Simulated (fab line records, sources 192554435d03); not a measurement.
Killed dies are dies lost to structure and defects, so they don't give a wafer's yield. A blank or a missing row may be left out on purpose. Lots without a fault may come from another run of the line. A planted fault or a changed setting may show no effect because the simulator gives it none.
Chamber matching | flow n5_finfet | N5_BEOL_M10_ETCH_61 on rie_diel-06: 4 sister chambers
The step etches SiARC in CF4, target depth 39 nm, time 65 s. 14 wafers are shown with their chamber, then 7 later ones without.

WAFERS WITH THEIR CHAMBER
wafer  | chamber | throttle_valve_pct (%) | showerhead_plenum_p_Torr (Torr) | drypump_motor_current_A (A)
L075.2 | 2       | 15.23                  | 2.21                            | 6.1
L075.4 | 1       | 15.76                  | 2.13                            | 6.2
L075.6 | 3       | 15.90                  | 2.14                            | 5.8
L076.2 | 0       | 15.48                  | 2.15                            | 5.7
L076.4 | 2       | 15.23                  | 2.21                            | 6.1
L076.6 | 0       | 15.50                  | 2.15                            | 5.7
L080.1 | 2       | 15.27                  | 2.20                            | 6.1
L080.5 | 0       | 15.52                  | 2.15                            | 5.7
L080.6 | 1       | 15.77                  | 2.12                            | 6.1
L083.1 | 0       | 15.53                  | 2.15                            | 5.7
L083.2 | 3       | 15.92                  | 2.13                            | 5.8
L083.5 | 0       | 15.53                  | 2.15                            | 5.7
L088.3 | 3       | 15.95                  | 2.13                            | 5.8
L088.5 | 2       | 15.32                  | 2.20                            | 6.0

SIGNATURES (means of the wafers above)
reading                  | chamber 0 | chamber 1 | chamber 2 | chamber 3 | scatter within a chamber
throttle_valve_pct       | 15.5120   | 15.7650   | 15.2625   | 15.9233   | 0.0294
showerhead_plenum_p_Torr | 2.1500    | 2.1250    | 2.2050    | 2.1333    | 0.00465
drypump_motor_current_A  | 5.700     | 6.150     | 6.075     | 5.800     | 0.0354
Rule: a wafer's distance from a chamber is the root of the sum, over the readings, of the square of ((its reading less the chamber's mean) divided by the reading's scatter). The wafer belongs to the nearest chamber; if the next one is less than 2 further off, it can't be placed. The scatter: the root of (the sum of the squares of (reading less its chamber's mean) over the shown wafers, divided by (wafers less chambers)).

WAFERS WITHOUT THEIR CHAMBER
wafer  | throttle_valve_pct (%) | showerhead_plenum_p_Torr (Torr) | drypump_motor_current_A (A)
L088.6 | 15.30                  | 2.12                            | 6.2
L095.1 | 15.58                  | 2.14                            | 5.7
L095.3 | 15.35                  | 2.19                            | 6.1
L095.6 | 15.32                  | 2.11                            | 6.1
L094.2 | 15.31                  | 2.11                            | 6.1
L094.3 | 15.58                  | 2.14                            | 5.7
L094.5 | 15.97                  | 2.12                            | 5.7

WHICH CHAMBER EACH WENT THROUGH
wafer  | from the rows above     | in truth
L088.6 | can't be placed: 1 or 0 | 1
L095.1 | 0                       | 0
L095.3 | 2                       | 2
L095.6 | can't be placed: 1 or 0 | 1
L094.2 | can't be placed: 0 or 1 | 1
L094.3 | 0                       | 0
L094.5 | 3                       | 3
Placed correctly: 4 of 7. Can't be placed from these rows: 3 (the true chamber is among the candidates in 3). Placed wrongly: 0.
